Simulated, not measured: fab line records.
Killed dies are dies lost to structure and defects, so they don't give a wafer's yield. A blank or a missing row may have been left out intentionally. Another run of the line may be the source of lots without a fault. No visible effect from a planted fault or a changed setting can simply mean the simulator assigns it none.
Split-lot experiment / flow n5-finfet / on a route of 1938 steps: 7 lots, 21 wafers read

== ON THE SPLIT ==
At N5_BEOL_M4_COAT_73 (time 60 s, resist thk 5 nm), the setting spin-rpm was moved away from the recipe's 1500 rpm on 6 of the 21 wafers read, by -5.9% to +5.9%. This setting was run at the recipe's value on the other wafers.

== FROM THE SPLIT TO THE READING: what the file shows between them, 5 steps ==
- N5_BEOL_M4_EXPOSE_08: exposes mask M4 (also split here: dose-mj)
- N5_BEOL_M4_PEB_09: peb time 60 s
- N5_BEOL_M4_DEVELOP_10: develop time 30 s
- N5_BEOL_M4_CD_MEAS_11: target cd 16.79 nm
- N5_BEOL_M4_DESCUM_16: chemistry O2, time 7 s

== THE READING ==
etch.depth-nm (the simulator's own value, which no gauge read), in nm, at N5_BEOL_M4_ETCH_74 (etches underlayer in N2/H2, target depth 6.5 nm, time 5.2 s). There is no usual value for it anywhere in the file. Average 4.994 nm, standard deviation 0.0088 nm, over the 15 wafers here run with the recipe.

wafer=L076.3; tool, chamber at the split=litho-track-03, 0; spin-rpm as run, rpm=1500; against the recipe=recipe; etch.depth-nm, nm=4.977; against lot-mates on the recipe=-
wafer=L076.5; tool, chamber at the split=litho-track-03, 0; spin-rpm as run, rpm=1500; against the recipe=recipe; etch.depth-nm, nm=5.008; against lot-mates on the recipe=-
wafer=L076.6; tool, chamber at the split=litho-track-03, 0; spin-rpm as run, rpm=1500; against the recipe=recipe; etch.depth-nm, nm=5.002; against lot-mates on the recipe=-
wafer=L080.2; tool, chamber at the split=litho-track-01, 0; spin-rpm as run, rpm=1500; against the recipe=recipe; etch.depth-nm, nm=4.997; against lot-mates on the recipe=-
wafer=L080.5; tool, chamber at the split=litho-track-01, 0; spin-rpm as run, rpm=1500; against the recipe=recipe; etch.depth-nm, nm=5.008; against lot-mates on the recipe=-
wafer=L080.6; tool, chamber at the split=litho-track-01, 0; spin-rpm as run, rpm=1419; against the recipe=-5.4%; etch.depth-nm, nm=5.153; against lot-mates on the recipe=+0.151
wafer=L082.3; tool, chamber at the split=litho-track-03, 0; spin-rpm as run, rpm=1589; against the recipe=+5.9%; etch.depth-nm, nm=4.845; against lot-mates on the recipe=-0.139
wafer=L082.5; tool, chamber at the split=litho-track-03, 0; spin-rpm as run, rpm=1589; against the recipe=+5.9%; etch.depth-nm, nm=4.855; against lot-mates on the recipe=-0.129
wafer=L082.6; tool, chamber at the split=litho-track-03, 0; spin-rpm as run, rpm=1500; against the recipe=recipe; etch.depth-nm, nm=4.984; against lot-mates on the recipe=-
wafer=L084.1; tool, chamber at the split=litho-track-01, 0; spin-rpm as run, rpm=1412; against the recipe=-5.9%; etch.depth-nm, nm=5.156; against lot-mates on the recipe=+0.154
wafer=L084.2; tool, chamber at the split=litho-track-01, 0; spin-rpm as run, rpm=1500; against the recipe=recipe; etch.depth-nm, nm=5.002; against lot-mates on the recipe=-
wafer=L084.6; tool, chamber at the split=litho-track-01, 0; spin-rpm as run, rpm=1412; against the recipe=-5.9%; etch.depth-nm, nm=5.161; against lot-mates on the recipe=+0.159
wafer=L094.1; tool, chamber at the split=litho-track-05, 0; spin-rpm as run, rpm=1500; against the recipe=recipe; etch.depth-nm, nm=4.999; against lot-mates on the recipe=-
wafer=L094.4; tool, chamber at the split=litho-track-05, 0; spin-rpm as run, rpm=1500; against the recipe=recipe; etch.depth-nm, nm=4.991; against lot-mates on the recipe=-
wafer=L094.5; tool, chamber at the split=litho-track-05, 0; spin-rpm as run, rpm=1500; against the recipe=recipe; etch.depth-nm, nm=4.994; against lot-mates on the recipe=-
wafer=L089.1; tool, chamber at the split=litho-track-05, 0; spin-rpm as run, rpm=1500; against the recipe=recipe; etch.depth-nm, nm=4.995; against lot-mates on the recipe=-
wafer=L089.4; tool, chamber at the split=litho-track-05, 0; spin-rpm as run, rpm=1500; against the recipe=recipe; etch.depth-nm, nm=4.985; against lot-mates on the recipe=-
wafer=L089.6; tool, chamber at the split=litho-track-05, 0; spin-rpm as run, rpm=1500; against the recipe=recipe; etch.depth-nm, nm=4.994; against lot-mates on the recipe=-
wafer=L091.3; tool, chamber at the split=litho-track-05, 0; spin-rpm as run, rpm=1500; against the recipe=recipe; etch.depth-nm, nm=4.984; against lot-mates on the recipe=-
wafer=L091.4; tool, chamber at the split=litho-track-05, 0; spin-rpm as run, rpm=1442; against the recipe=-3.9%; etch.depth-nm, nm=5.09; against lot-mates on the recipe=+0.104
wafer=L091.5; tool, chamber at the split=litho-track-05, 0; spin-rpm as run, rpm=1500; against the recipe=recipe; etch.depth-nm, nm=4.988; against lot-mates on the recipe=-

FIT RESULTS
A straight line over all 21 wafers: etch.depth-nm changes by -0.0264 nm for each +1% of spin-rpm; r = -0.99; the points scatter about the line by 0.01 nm.
The same after taking each lot's own level away (the mean of its wafers on the recipe; 21 wafers): -0.0251 nm for each +1%; r = -0.99; scatter 0.0086 nm.
That fit puts the effect of the largest move of spin-rpm on the reading at 0.15 nm.
From 4.9840 to 5.0025 nm: that is the span of the lots' own levels, equal to 2.1 times the standard deviation above.
Consequently the slope shifts little with the lot-to-lot level, the two slopes agreeing.
Check: with one of the wafers moved furthest among these (+5.9%) left out of the fit, the line predicts -0.148 nm for it against its lot-mates. It came out at -0.139 nm against them.

== ADDITIONAL SPLITS CARRIED BY THESE WAFERS ==
Before the reading, these wafers also passed through other splits. Each is held against what the fit with the lots' levels taken away leaves over:
other split on the same wafers=N5_BEOL_M2_ETCH_64 bias-w; wafers away from the commonest value=7; r with etch.depth-nm (lot level and that fit taken away)=-0.21
other split on the same wafers=N5_BEOL_M2_TRENCH_ETCH_37 time-s; wafers away from the commonest value=9; r with etch.depth-nm (lot level and that fit taken away)=+0.04
other split on the same wafers=N5_BEOL_M3_ETCH_64 time-s; wafers away from the commonest value=6; r with etch.depth-nm (lot level and that fit taken away)=-0.18
other split on the same wafers=N5_BEOL_M3_COAT_67 spin-rpm; wafers away from the commonest value=6; r with etch.depth-nm (lot level and that fit taken away)=-0.15
other split on the same wafers=N5_BEOL_M4_EXPOSE_08 dose-mj; wafers away from the commonest value=9; r with etch.depth-nm (lot level and that fit taken away)=+0.37

== FILE'S OWN FIT ==
etch.depth-nm changes by -0.0258 nm for each +1% of spin-rpm, r = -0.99.
